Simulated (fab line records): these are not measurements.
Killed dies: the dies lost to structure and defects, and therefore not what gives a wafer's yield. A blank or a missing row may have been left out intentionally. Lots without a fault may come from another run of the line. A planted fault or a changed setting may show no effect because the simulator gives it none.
What tool caused it? + flow nand harc + Sampling: 19 lots, 57 wafers, 6 of 1302 route steps

== WHAT EACH GAUGE READ, for each wafer ==
The record lacks any reading of a measuring or inspecting step that a usual standard deviation could be used to judge.

== EACH LOT AND THE TOOL THAT RAN IT (in order: tool; ch and the chambers of the sampled wafers; start) ==
| lot  | NHARC_A_STAIRCASE_TRIM_222     | NHARC_A_STAIRCASE_ETCH_223     | NHARC_A_STAIRCASE_ETCH_232     | NHARC_A_STAIRCASE_TRIM_233     | NHARC_A_STAIRCASE_HM_OPEN_457  | NHARC_A_STAIRCASE_ETCH_451     |
|------|--------------------------------|--------------------------------|--------------------------------|--------------------------------|--------------------------------|--------------------------------|
| L074 | rie diel-12 ch 0,1,3, no start | rie diel-12 ch 0,2, no start   | rie diel-13 ch 0,1,3, no start | rie diel-13 ch 0,2,3, no start | rie diel-13 ch 0,1,3, no start | rie diel-13 ch 0,1,3, no start |
| L075 | rie diel-09 ch 0,2,3, no start | rie diel-09 ch 1,2,3, no start | rie diel-13 ch 0,3, no start   | rie diel-13 ch 1,3, no start   | rie diel-12 ch 0,2,3, no start | rie diel-12 ch 1,2,3, no start |
| L077 | rie diel-09 ch 0,1,3, no start | rie diel-09 ch 0,1,2, no start | rie diel-09 ch 0,2,3, no start | rie diel-09 ch 1,2, no start   | rie diel-13 ch 0,1,2, no start | rie diel-13 ch 0,2,3, no start |
| L078 | rie diel-13 ch 0,1,3, no start | rie diel-13 ch 0,2,3, no start | rie diel-13 ch 0,2,3, no start | rie diel-13 ch 0,2,3, no start | rie diel-09 ch 1,2, no start   | rie diel-09 ch 0,2, no start   |
| L076 | rie diel-09 ch 0,1,3, no start | rie diel-09 ch 0,2,3, no start | rie diel-09 ch 0,1,2, no start | rie diel-09 ch 0,2,3, no start | rie diel-12 ch 0,1,3, no start | rie diel-12 ch 0,2,3, no start |
| L079 | rie diel-13 ch 2,3, no start   | rie diel-13 ch 1,3, no start   | rie diel-09 ch 0,1,3, no start | rie diel-09 ch 1,2, no start   | rie diel-09 ch 0,1,3, no start | rie diel-09 ch 0,2,3, no start |
| L080 | rie diel-13 ch 1,2, no start   | rie diel-13 ch 1,3, no start   | rie diel-09 ch 1,2,3, no start | rie diel-09 ch 1,2, no start   | rie diel-12 ch 1,2, no start   | rie diel-12 ch 0,3, no start   |
| L081 | rie diel-13 ch 1,2, no start   | rie diel-13 ch 2,3, no start   | rie diel-13 ch 1,2,3, no start | rie diel-13 ch 0,1, no start   | rie diel-13 ch 0,1, no start   | rie diel-13 ch 0,2,3, no start |
| L082 | rie diel-09 ch 1,2,3, no start | rie diel-09 ch 1,2,3, no start | rie diel-09 ch 0,1, no start   | rie diel-09 ch 0,1, no start   | rie diel-13 ch 0,1, no start   | rie diel-13 ch 0,2,3, no start |
| L085 | rie diel-13 ch 0,1,3, no start | rie diel-13 ch 1,2, no start   | rie diel-09 ch 0,2,3, no start | rie diel-09 ch 0,3, no start   | rie diel-09 ch 1,2, no start   | rie diel-09 ch 0,1,3, no start |
| L084 | rie diel-12 ch 1,3, no start   | rie diel-12 ch 1,2, no start   | rie diel-13 ch 2,3, no start   | rie diel-13 ch 1,2,3, no start | rie diel-13 ch 0,1,2, no start | rie diel-13 ch 0,1,3, no start |
| L086 | rie diel-09 ch 1,2, no start   | rie diel-09 ch 1,3, no start   | rie diel-09 ch 0,2, no start   | rie diel-09 ch 2,3, no start   | rie diel-09 ch 1,2,3, no start | rie diel-09 ch 1,2,3, no start |
| L087 | rie diel-13 ch 1,2,3, no start | rie diel-13 ch 0,1,3, no start | rie diel-12 ch 0,1,3, no start | rie diel-12 ch 0,2,3, no start | rie diel-13 ch 1,2,3, no start | rie diel-13 ch 0,1,2, no start |
| L090 | rie diel-13 ch 2,3, no start   | rie diel-13 ch 0,1, no start   | rie diel-13 ch 0,1, no start   | rie diel-13 ch 1,2,3, no start | rie diel-13 ch 0,3, no start   | rie diel-13 ch 1,2,3, no start |
| L091 | rie diel-12 ch 0,2,3, no start | rie diel-12 ch 1,2,3, no start | rie diel-12 ch 1,2,3, no start | rie diel-12 ch 1,2,3, no start | rie diel-09 ch 0,2,3, no start | rie diel-09 ch 0,1,3, no start |
| L092 | rie diel-12 ch 0,1,3, no start | rie diel-12 ch 0,1,2, no start | rie diel-09 ch 0,2, no start   | rie diel-09 ch 0,1,3, no start | rie diel-09 ch 0,2,3, no start | rie diel-09 ch 0,1,3, no start |
| L094 | rie diel-12 ch 2,3, no start   | rie diel-12 ch 0,1,2, no start | rie diel-12 ch 1,2, no start   | rie diel-12 ch 2,3, no start   | rie diel-12 ch 0,2,3, no start | rie diel-12 ch 1,2,3, no start |
| L093 | rie diel-12 ch 0,1,2, no start | rie diel-12 ch 0,1, no start   | rie diel-13 ch 1,2,3, no start | rie diel-13 ch 0,1, no start   | rie diel-13 ch 2,3, no start   | rie diel-13 ch 0,1,2, no start |
| L096 | rie diel-09 ch 2,3, no start   | rie diel-09 ch 1,2,3, no start | rie diel-12 ch 0,1,2, no start | rie diel-12 ch 1,2, no start   | rie diel-12 ch 2,3, no start   | rie diel-12 ch 0,1,3, no start |
- NHARC_A_STAIRCASE_TRIM_222: chemistry O2, time 211.2 s.
- NHARC_A_STAIRCASE_ETCH_223: etches the open film in C4F8/O2, target depth 100 nm, time 40.5 s.
- NHARC_A_STAIRCASE_ETCH_232: etches the open film in C4F8/O2, target depth 100 nm, time 40.5 s.
- NHARC_A_STAIRCASE_TRIM_233: chemistry O2, time 211.2 s.
- NHARC_A_STAIRCASE_HM_OPEN_457: chemistry O2/COS.
- NHARC_A_STAIRCASE_ETCH_451: etches the open film in CF4/O2, target depth 30 nm, overetch 3 nm, time 16.5 s.

== WHAT THE TOOLS THEMSELVES READ (means of the sampled wafers that have a number; where no wafer has one, the mark that the record gives instead) ==
NHARC_A_STAIRCASE_TRIM_222. Usual: drypump motor current A 5.7 A, standard deviation 0.6; o2 flow sccm 499.9 sccm, standard deviation 1.5; oes product au 1.001 a.u., standard deviation 0.0079; rf vpp V 57.7 V, standard deviation 0.89; showerhead plenum p Torr 3.51 Torr, standard deviation 0.16; throttle valve pct 17.036 %, standard deviation 0.0085.
| lot  | tool        | drypump motor current A (A) | o2 flow sccm (sccm) | oes product au (a.u.) | rf vpp V (V) | showerhead plenum p Torr (Torr) | throttle valve pct (%) | flag |
|------|-------------|-----------------------------|---------------------|-----------------------|--------------|---------------------------------|------------------------|------|
| L074 | rie diel-12 | 5.4                         | 499.1               | 1.004                 | 57.8         | 3.50                            | 17.041                 |      |
| L075 | rie diel-09 | 5.8                         | 499.9               | 0.988                 | 56.6         | 3.59                            | 17.037                 |      |
| L077 | rie diel-09 | 5.7                         | 500.3               | 1.009                 | 57.1         | 3.48                            | 17.028                 |      |
| L078 | rie diel-13 | 5.5                         | 501.3               | 1.008                 | 58.4         | 3.51                            | 17.031                 |      |
| L076 | rie diel-09 | 5.7                         | 498.6               | 0.996                 | 57.5         | 3.48                            | 17.036                 |      |
| L079 | rie diel-13 | 5.5                         | 501.2               | 0.996                 | 56.8         | 3.46                            | 17.034                 |      |
| L080 | rie diel-13 | 5.6                         | 499.4               | 0.999                 | 57.7         | 3.41                            | 17.029                 |      |
| L081 | rie diel-13 | 5.4                         | 500.0               | 1.009                 | 57.8         | 3.45                            | 17.035                 |      |
| L082 | rie diel-09 | 5.9                         | 500.2               | 1.002                 | 57.7         | 3.50                            | 17.034                 |      |
| L085 | rie diel-13 | 5.6                         | 501.0               | 0.994                 | 57.3         | 3.49                            | 17.037                 |      |
| L084 | rie diel-12 | 5.8                         | 502.4               | 0.997                 | 58.1         | 3.63                            | 17.042                 |      |
| L086 | rie diel-09 | 5.7                         | 499.1               | 1.005                 | 57.9         | 3.47                            | 17.028                 |      |
| L087 | rie diel-13 | 5.3                         | 500.3               | 1.000                 | 56.9         | 3.49                            | 17.037                 |      |
| L090 | rie diel-13 | 5.3                         | 499.5               | 0.999                 | 57.8         | 3.54                            | 17.030                 |      |
| L091 | rie diel-12 | 5.9                         | 500.7               | 1.004                 | 58.3         | 3.61                            | 17.031                 |      |
| L092 | rie diel-12 | 5.4                         | 500.1               | 1.006                 | 57.5         | 3.65                            | 17.044                 |      |
| L094 | rie diel-12 | 6.4                         | 501.8               | 0.994                 | 59.1         | 3.58                            | 17.034                 |      |
| L093 | rie diel-12 | 5.4                         | 499.5               | 1.003                 | 57.2         | 3.53                            | 17.043                 |      |
| L096 | rie diel-09 | 6.2                         | 500.5               | 1.009                 | 59.0         | 3.60                            | 17.039                 |      |

NHARC_A_STAIRCASE_ETCH_223. Usual: oes product au 0.945 a.u., standard deviation 0.0095; rf fwd power W 592.2 W, standard deviation 2.5; rf vpp V 895 V, standard deviation 5.5.
| lot  | tool        | oes product au (a.u.) | rf fwd power W (W) | rf vpp V (V) | flag |
|------|-------------|-----------------------|--------------------|--------------|------|
| L074 | rie diel-12 | 0.932                 | 588.0              | 887          |      |
| L075 | rie diel-09 | 0.933                 | 592.3              | 895          |      |
| L077 | rie diel-09 | 0.949                 | 593.3              | 893          |      |
| L078 | rie diel-13 | 0.946                 | 592.0              | 894          |      |
| L076 | rie diel-09 | 0.934                 | 594.2              | 898          |      |
| L079 | rie diel-13 | 0.953                 | 594.0              | 896          |      |
| L080 | rie diel-13 | 0.935                 | 594.2              | 899          |      |
| L081 | rie diel-13 | 0.951                 | 591.8              | 896          |      |
| L082 | rie diel-09 | 0.947                 | 590.6              | 895          |      |
| L085 | rie diel-13 | 0.956                 | 591.7              | 891          |      |
| L084 | rie diel-12 | 0.943                 | 591.0              | 891          |      |
| L086 | rie diel-09 | 0.945                 | 591.5              | 891          |      |
| L087 | rie diel-13 | 0.955                 | 594.1              | 894          |      |
| L090 | rie diel-13 | 0.962                 | 593.9              | 891          |      |
| L091 | rie diel-12 | 0.950                 | 592.3              | 895          |      |
| L092 | rie diel-12 | 0.950                 | 590.7              | 896          |      |
| L094 | rie diel-12 | 0.951                 | 590.3              | 896          |      |
| L093 | rie diel-12 | 0.945                 | 591.2              | 897          |      |
| L096 | rie diel-09 | 0.942                 | 591.9              | 901          |      |

NHARC_A_STAIRCASE_ETCH_232. Usual: oes product au 0.948 a.u., standard deviation 0.012; rf fwd power W 592.2 W, standard deviation 2.9; rf vpp V 896 V, standard deviation 5.6.
| lot  | tool        | oes product au (a.u.) | rf fwd power W (W) | rf vpp V (V) | flag |
|------|-------------|-----------------------|--------------------|--------------|------|
| L074 | rie diel-13 | 0.960                 | 593.6              | 896          |      |
| L075 | rie diel-13 | 0.958                 | 593.7              | 893          |      |
| L077 | rie diel-09 | 0.942                 | 591.4              | 898          |      |
| L078 | rie diel-13 | 0.957                 | 592.9              | 894          |      |
| L076 | rie diel-09 | 0.939                 | 591.5              | 893          |      |
| L079 | rie diel-09 | 0.957                 | 589.3              | 894          |      |
| L080 | rie diel-09 | 0.947                 | 592.3              | 896          |      |
| L081 | rie diel-13 | 0.941                 | 592.9              | 895          |      |
| L082 | rie diel-09 | 0.940                 | 592.0              | 892          |      |
| L085 | rie diel-09 | 0.951                 | 592.3              | 897          |      |
| L084 | rie diel-13 | 0.964                 | 592.2              | 893          |      |
| L086 | rie diel-09 | 0.944                 | 593.4              | 896          |      |
| L087 | rie diel-12 | 0.959                 | 589.6              | 902          |      |
| L090 | rie diel-13 | 0.928                 | 592.9              | 892          |      |
| L091 | rie diel-12 | 0.927                 | 592.0              | 895          |      |
| L092 | rie diel-09 | 0.952                 | 595.8              | 897          |      |
| L094 | rie diel-12 | 0.944                 | 590.0              | 891          |      |
| L093 | rie diel-13 | 0.943                 | 593.5              | 894          |      |
| L096 | rie diel-12 | 0.939                 | 590.5              | 897          |      |

NHARC_A_STAIRCASE_TRIM_233. Usual: drypump motor current A 5.7 A, standard deviation 0.59; o2 flow sccm 499.9 sccm, standard deviation 1.5; oes product au 1.000 a.u., standard deviation 0.0073; rf vpp V 57.8 V, standard deviation 0.86; showerhead plenum p Torr 3.53 Torr, standard deviation 0.15; throttle valve pct 17.036 %, standard deviation 0.0084.
| lot  | tool        | drypump motor current A (A) | o2 flow sccm (sccm) | oes product au (a.u.) | rf vpp V (V) | showerhead plenum p Torr (Torr) | throttle valve pct (%) | flag |
|------|-------------|-----------------------------|---------------------|-----------------------|--------------|---------------------------------|------------------------|------|
| L074 | rie diel-13 | 5.7                         | 499.0               | 1.009                 | 57.5         | 3.47                            | 17.035                 |      |
| L075 | rie diel-13 | 5.1                         | 500.8               | 0.999                 | 57.8         | 3.61                            | 17.041                 |      |
| L077 | rie diel-09 | 5.6                         | 499.8               | 1.010                 | 57.4         | 3.38                            | 17.036                 |      |
| L078 | rie diel-13 | 5.8                         | 499.3               | 1.006                 | 57.3         | 3.47                            | 17.035                 |      |
| L076 | rie diel-09 | 5.8                         | 499.4               | 0.995                 | 58.2         | 3.58                            | 17.040                 |      |
| L079 | rie diel-09 | 5.7                         | 500.3               | 1.000                 | 58.3         | 3.48                            | 17.033                 |      |
| L080 | rie diel-09 | 5.7                         | 500.2               | 0.997                 | 57.0         | 3.48                            | 17.035                 |      |
| L081 | rie diel-13 | 5.6                         | 500.5               | 0.994                 | 57.7         | 3.45                            | 17.036                 |      |
| L082 | rie diel-09 | 5.3                         | 500.3               | 1.001                 | 57.7         | 3.42                            | 17.034                 |      |
| L085 | rie diel-09 | 5.6                         | 501.0               | 1.001                 | 57.4         | 3.54                            | 17.034                 |      |
| L084 | rie diel-13 | 5.3                         | 501.2               | 1.009                 | 57.2         | 3.50                            | 17.039                 |      |
| L086 | rie diel-09 | 6.3                         | 498.4               | 0.996                 | 58.0         | 3.62                            | 17.041                 |      |
| L087 | rie diel-12 | 5.9                         | 498.6               | 0.997                 | 57.8         | 3.62                            | 17.043                 |      |
| L090 | rie diel-13 | 5.3                         | 499.8               | 0.997                 | 58.3         | 3.48                            | 17.028                 |      |
| L091 | rie diel-12 | 5.9                         | 499.5               | 1.000                 | 56.6         | 3.50                            | 17.039                 |      |
| L092 | rie diel-09 | 5.7                         | 501.8               | 1.005                 | 57.7         | 3.64                            | 17.033                 |      |
| L094 | rie diel-12 | 6.4                         | 500.7               | 1.006                 | 57.5         | 3.46                            | 17.035                 |      |
| L093 | rie diel-13 | 5.6                         | 500.3               | 0.991                 | 59.1         | 3.42                            | 17.039                 |      |
| L096 | rie diel-12 | 5.9                         | 500.8               | 0.996                 | 57.3         | 3.38                            | 17.043                 |      |

NHARC_A_STAIRCASE_HM_OPEN_457. Usual: drypump motor current A 5.7 A (standard deviation 0.63); o2 flow sccm 399.8 sccm (standard deviation 1.2); oes product au 1.002 a.u. (standard deviation 0.0074); rf fwd power W 498.9 W (standard deviation 1.5); rf vpp V 467 V (standard deviation 3); showerhead plenum p Torr 3.10 Torr (standard deviation 0.14); throttle valve pct 28.330 % (standard deviation 0.0094).
| lot  | tool        | drypump motor current A (A) | o2 flow sccm (sccm) | oes product au (a.u.) | rf fwd power W (W) | rf vpp V (V) | showerhead plenum p Torr (Torr) | throttle valve pct (%) | flag |
|------|-------------|-----------------------------|---------------------|-----------------------|--------------------|--------------|---------------------------------|------------------------|------|
| L074 | rie diel-13 | 5.6                         | 399.5               | 1.010                 | 498.3              | 467          | 3.11                            | 28.328                 |      |
| L075 | rie diel-12 | 5.9                         | 400.7               | 1.006                 | 497.2              | 466          | 3.06                            | 28.337                 |      |
| L077 | rie diel-13 | 5.8                         | 399.9               | 1.012                 | 499.1              | 465          | 3.02                            | 28.332                 |      |
| L078 | rie diel-09 | 5.6                         | 399.0               | 1.010                 | 499.1              | 465          | 2.99                            | 28.323                 |      |
| L076 | rie diel-12 | 5.4                         | 399.7               | 1.008                 | 500.4              | 466          | 3.09                            | 28.327                 |      |
| L079 | rie diel-09 | 5.7                         | 400.5               | 0.999                 | 500.1              | 466          | 3.08                            | 28.333                 |      |
| L080 | rie diel-12 | 5.3                         | 400.1               | 1.000                 | 498.4              | 466          | 3.05                            | 28.327                 |      |
| L081 | rie diel-13 | 6.0                         | 400.1               | 1.002                 | 498.3              | 465          | 3.01                            | 28.319                 |      |
| L082 | rie diel-13 | 6.0                         | 400.2               | 1.013                 | 498.3              | 465          | 3.01                            | 28.332                 |      |
| L085 | rie diel-09 | 5.6                         | 398.7               | 1.008                 | 499.8              | 464          | 2.98                            | 28.328                 |      |
| L084 | rie diel-13 | 5.8                         | 399.5               | 1.003                 | 498.6              | 465          | 3.00                            | 28.321                 |      |
| L086 | rie diel-09 | 5.9                         | 399.2               | 0.990                 | 499.1              | 467          | 3.09                            | 28.336                 |      |
| L087 | rie diel-13 | 5.3                         | 399.8               | 0.991                 | 497.5              | 467          | 3.09                            | 28.332                 |      |
| L090 | rie diel-13 | 5.5                         | 400.1               | 0.990                 | 499.9              | 467          | 3.12                            | 28.332                 |      |
| L091 | rie diel-09 | 5.8                         | 399.2               | 0.998                 | 500.6              | 469          | 3.15                            | 28.335                 |      |
| L092 | rie diel-09 | 5.8                         | 400.5               | 1.003                 | 498.1              | 467          | 3.15                            | 28.326                 |      |
| L094 | rie diel-12 | 5.9                         | 399.3               | 1.002                 | 499.4              | 468          | 3.19                            | 28.327                 |      |
| L093 | rie diel-13 | 5.5                         | 399.5               | 1.004                 | 499.7              | 466          | 3.03                            | 28.335                 |      |
| L096 | rie diel-12 | 6.4                         | 400.7               | 1.005                 | 499.2              | 465          | 3.06                            | 28.327                 |      |

NHARC_A_STAIRCASE_ETCH_451. Usual: drypump motor current A 5.6 A (standard deviation 0.61); o2 flow sccm 19.99 sccm (standard deviation 0.057); oes product au 1.002 a.u. (standard deviation 0.0074); rf fwd power W 293.6 W (standard deviation 1.4); rf vpp V 197.7 V (standard deviation 1.6); showerhead plenum p Torr 1.33 Torr (standard deviation 0.063); throttle valve pct 13.398 % (standard deviation 0.0092).
| lot  | tool        | drypump motor current A (A) | o2 flow sccm (sccm) | oes product au (a.u.) | rf fwd power W (W) | rf vpp V (V) | showerhead plenum p Torr (Torr) | throttle valve pct (%) | flag |
|------|-------------|-----------------------------|---------------------|-----------------------|--------------------|--------------|---------------------------------|------------------------|------|
| L074 | rie diel-13 | 5.5                         | 20.08               | 1.005                 | 295.2              | 196.9        | 1.33                            | 13.397                 |      |
| L075 | rie diel-12 | 5.8                         | 19.99               | 0.999                 | 292.6              | 197.2        | 1.34                            | 13.399                 |      |
| L077 | rie diel-13 | 5.7                         | 19.99               | 1.007                 | 294.6              | 196.7        | 1.31                            | 13.399                 |      |
| L078 | rie diel-09 | 5.5                         | 20.07               | 1.003                 | 295.4              | 198.4        | 1.35                            | 13.407                 |      |
| L076 | rie diel-12 | 5.9                         | 20.01               | 1.000                 | 293.0              | 197.8        | 1.30                            | 13.396                 |      |
| L079 | rie diel-09 | 5.8                         | 20.05               | 0.998                 | 294.0              | 199.1        | 1.35                            | 13.403                 |      |
| L080 | rie diel-12 | 5.8                         | 20.00               | 0.999                 | 293.4              | 198.7        | 1.35                            | 13.395                 |      |
| L081 | rie diel-13 | 5.7                         | 19.97               | 1.009                 | 294.4              | 198.0        | 1.31                            | 13.399                 |      |
| L082 | rie diel-13 | 5.7                         | 19.98               | 1.004                 | 294.2              | 197.0        | 1.31                            | 13.393                 |      |
| L085 | rie diel-09 | 5.7                         | 20.01               | 1.004                 | 292.4              | 197.9        | 1.31                            | 13.394                 |      |
| L084 | rie diel-13 | 5.5                         | 20.00               | 0.995                 | 295.2              | 197.7        | 1.32                            | 13.396                 |      |
| L086 | rie diel-09 | 5.9                         | 19.96               | 1.002                 | 293.4              | 196.8        | 1.32                            | 13.407                 |      |
| L087 | rie diel-13 | 5.8                         | 19.97               | 1.000                 | 294.0              | 196.2        | 1.28                            | 13.395                 |      |
| L090 | rie diel-13 | 5.3                         | 19.97               | 1.005                 | 294.4              | 197.2        | 1.31                            | 13.388                 |      |
| L091 | rie diel-09 | 5.7                         | 19.98               | 0.999                 | 292.2              | 198.3        | 1.38                            | 13.404                 |      |
| L092 | rie diel-09 | 5.7                         | 20.05               | 1.003                 | 293.2              | 199.2        | 1.38                            | 13.406                 |      |
| L094 | rie diel-12 | 5.8                         | 20.02               | 0.996                 | 292.5              | 197.5        | 1.32                            | 13.400                 |      |
| L093 | rie diel-13 | 5.8                         | 20.04               | 1.010                 | 293.7              | 197.4        | 1.28                            | 13.403                 |      |
| L096 | rie diel-12 | 5.4                         | 20.00               | 0.992                 | 293.1              | 199.4        | 1.38                            | 13.395                 |      |

== THE ANSWER, worked out from the rows above alone ==
Rule: take the mean of a lot's wafers that have a number; if it is more than 3 standard deviations from the usual mean, the lot is off. A lot without any number at a reading at which 4 lots or more have one is off too. Where the step has rows for the other lots, those lots are counted as sound. After the gauges, taken in route order, come the tools' own readings; for these a lot's mean is taken, as printed above. The first step at which some lot is off is used, and at that step the reading that is off furthest; a lot without a number counts as furthest.
No lot is off on any of the readings shown, so nothing can be concluded from this.

== WHAT THE SIMULATOR HAD INSERTED ==
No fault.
